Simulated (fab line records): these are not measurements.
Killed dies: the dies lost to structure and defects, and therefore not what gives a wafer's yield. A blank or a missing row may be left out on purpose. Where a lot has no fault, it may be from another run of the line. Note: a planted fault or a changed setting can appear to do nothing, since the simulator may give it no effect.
Lot-split experiment	flow n5_finfet	route with 1938 steps; 7 lots, 39 wafers read

THE SPLIT ITSELF
At N5_FIN_SAQP_ALD_61 (deposits SiO2, target thk 4 nm, pulse time 1 s, purge time 2 s), the setting ald_cycles was moved away from the recipe's 43 on 18 of the 39 wafers read, by -44.2% to +25.6%. This setting was run at the recipe's value on the other wafers.

The reading is taken at the split's own step.

THE READING
SiO2_of_FIN_SAQP_ALD_61.thk_nm (the simulator's own value, which no gauge read), in nm, at N5_FIN_SAQP_ALD_61 (deposits SiO2, target thk 4 nm, pulse time 1 s, purge time 2 s). The file does not state a usual value for it. The 21 wafers here that ran the recipe average 3.995 nm, standard deviation 0.017 nm.

wafer	tool, chamber at the split	ald_cycles as run	against the recipe	SiO2_of_FIN_SAQP_ALD_61.thk_nm, nm	against lot-mates on the recipe
L080.1	ald_sin-02, 2	43	recipe	3.967	-
L080.2	ald_sin-02, 3	54	+25.6%	5.012	+1.023
L080.3	ald_sin-02, 1	43	recipe	4.014	-
L080.4	ald_sin-02, 0	54	+25.6%	5.029	+1.040
L080.5	ald_sin-02, 0	54	+25.6%	5.039	+1.050
L080.6	ald_sin-02, 1	43	recipe	3.985	-
L082.2	ald_sin-01, 1	43	recipe	4.005	-
L082.5	ald_sin-01, 0	43	recipe	3.975	-
L082.6	ald_sin-01, 3	43	recipe	3.971	-
L087.1	ald_sin-02, 3	25	-41.9%	2.308	-1.676
L087.2	ald_sin-02, 1	25	-41.9%	2.3	-1.684
L087.3	ald_sin-02, 0	43	recipe	3.995	-
L087.4	ald_sin-02, 2	43	recipe	3.969	-
L087.5	ald_sin-02, 2	25	-41.9%	2.296	-1.688
L087.6	ald_sin-02, 3	43	recipe	3.989	-
L092.1	ald_sin-03, 2	51	+18.6%	4.721	+0.734
L092.2	ald_sin-03, 0	43	recipe	3.974	-
L092.3	ald_sin-03, 1	51	+18.6%	4.751	+0.764
L092.4	ald_sin-03, 3	43	recipe	3.991	-
L092.5	ald_sin-03, 3	43	recipe	3.995	-
L092.6	ald_sin-03, 0	51	+18.6%	4.741	+0.754
L095.1	ald_sin-01, 0	32	-25.6%	2.966	-1.050
L095.2	ald_sin-01, 3	32	-25.6%	2.975	-1.041
L095.3	ald_sin-01, 1	43	recipe	4.014	-
L095.4	ald_sin-01, 2	32	-25.6%	3	-1.016
L095.5	ald_sin-01, 3	43	recipe	4.023	-
L095.6	ald_sin-01, 0	43	recipe	4.011	-
L096.1	ald_sin-01, 1	43	recipe	3.991	-
L096.2	ald_sin-01, 0	24	-44.2%	2.223	-1.774
L096.5	ald_sin-01, 0	24	-44.2%	2.223	-1.774
L096.3	ald_sin-01, 2	43	recipe	3.998	-
L096.4	ald_sin-01, 3	43	recipe	4.001	-
L096.6	ald_sin-01, 3	24	-44.2%	2.244	-1.753
L097.1	ald_sin-02, 0	51	+18.6%	4.73	+0.722
L097.2	ald_sin-02, 2	51	+18.6%	4.733	+0.725
L097.3	ald_sin-02, 1	43	recipe	3.997	-
L097.4	ald_sin-02, 3	43	recipe	4.006	-
L097.5	ald_sin-02, 2	51	+18.6%	4.732	+0.724
L097.6	ald_sin-02, 3	43	recipe	4.021	-

FIT RESULTS
A straight line over all 39 wafers: SiO2_of_FIN_SAQP_ALD_61.thk_nm changes by +0.0401 nm for each +1% of ald_cycles; r = +1.00; the points scatter about the line by 0.016 nm.
The same after taking each lot's own level away (the mean of its wafers on the recipe; 39 wafers): +0.0401 nm for each +1%; r = +1.00; scatter 0.014 nm.
According to that fit, moving ald_cycles by its largest amount changes the reading by 1.8 nm.
From 3.9837 to 4.0160 nm: that is the span of the lots' own levels, equal to 2.0 times the standard deviation above.
So the lot-to-lot level changes the slope little: the two slopes agree.
Check: for one of the wafers moved furthest among these (-44.2%), held out of the fit, the line's prediction against its lot-mates is -1.77 nm. Against them it came out at -1.77 nm.

THE FILE'S OWN FIT
SiO2_of_FIN_SAQP_ALD_61.thk_nm changes by +0.0401 nm for each +1% of ald_cycles, r = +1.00.
